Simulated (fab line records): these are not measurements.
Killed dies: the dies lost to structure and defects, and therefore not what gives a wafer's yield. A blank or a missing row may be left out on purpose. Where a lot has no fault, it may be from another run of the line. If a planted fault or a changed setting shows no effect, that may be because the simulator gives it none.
Matching of chambers	flow nandHarc	NHARC_A_CONTACT_ETCH_88 on rieDiel-10 has 4 sister chambers
The step etches the open film in CF4, target depth 39 nm, time 65 s. 14 wafers are shown with their chamber, then 7 later ones without.

== WAFERS WITH THEIR CHAMBER ==
wafer	chamber	drypumpMotorCurrentA (A)	showerheadPlenumPTorr (Torr)	runLengthS (s)
L415.1	3	6.5	1.75	86.0
L415.5	0	5.3	1.78	86.2
L415.6	1	6.5	1.80	86.4
L416.3	3	6.6	1.75	86.1
L416.4	2	5.8	1.87	87.2
L416.6	0	5.3	1.78	86.1
L419.1	0	5.3	1.78	86.3
L419.2	2	5.8	1.87	86.6
L419.6	1	6.5	1.80	86.2
L420.2	3	6.5	1.74	86.6
L420.3	1	6.5	1.80	86.1
L420.6	3	6.5	1.74	86.4
L425.3	3	6.5	1.74	86.4
L425.5	2	5.8	1.87	86.7

SIGNATURES (averages over the wafers above)
reading	chamber 0	chamber 1	chamber 2	chamber 3	scatter within a chamber
drypumpMotorCurrentA	5.300	6.500	5.800	6.520	0.0283
showerheadPlenumPTorr	1.7800	1.8000	1.8700	1.7440	0.00346
runLengthS	86.200	86.233	86.833	86.300	0.227
Rule: for each reading, subtract the chamber's mean from the wafer's reading, divide by that reading's scatter and square the result; add these up over the readings and take the root, which gives the wafer's distance from the chamber. The wafer belongs to the nearest chamber; if the next one is less than 2 further off, it can't be placed. The scatter: take each reading less its chamber's mean, square it, sum over the shown wafers, divide by the number of wafers less the number of chambers, and take the root.

== WAFERS WHOSE CHAMBER IS MISSING ==
wafer	drypumpMotorCurrentA (A)	showerheadPlenumPTorr (Torr)	runLengthS (s)
L425.6	6.5	1.80	86.1
L428.1	6.5	1.74	86.0
L428.4	5.3	1.78	86.1
L428.6	5.8	1.86	87.4
L435.1	5.8	1.86	86.6
L435.2	6.5	1.79	86.2
L435.5	6.5	1.79	86.1

== EACH ONE'S CHAMBER ==
wafer	from the rows above	in truth
L425.6	1	1
L428.1	3	3
L428.4	0	0
L428.6	2	2
L435.1	2	2
L435.2	1	1
L435.5	1	1
Correct placement for 7 of the 7. Left unplaced by these rows: 0. Placed wrongly: 0.
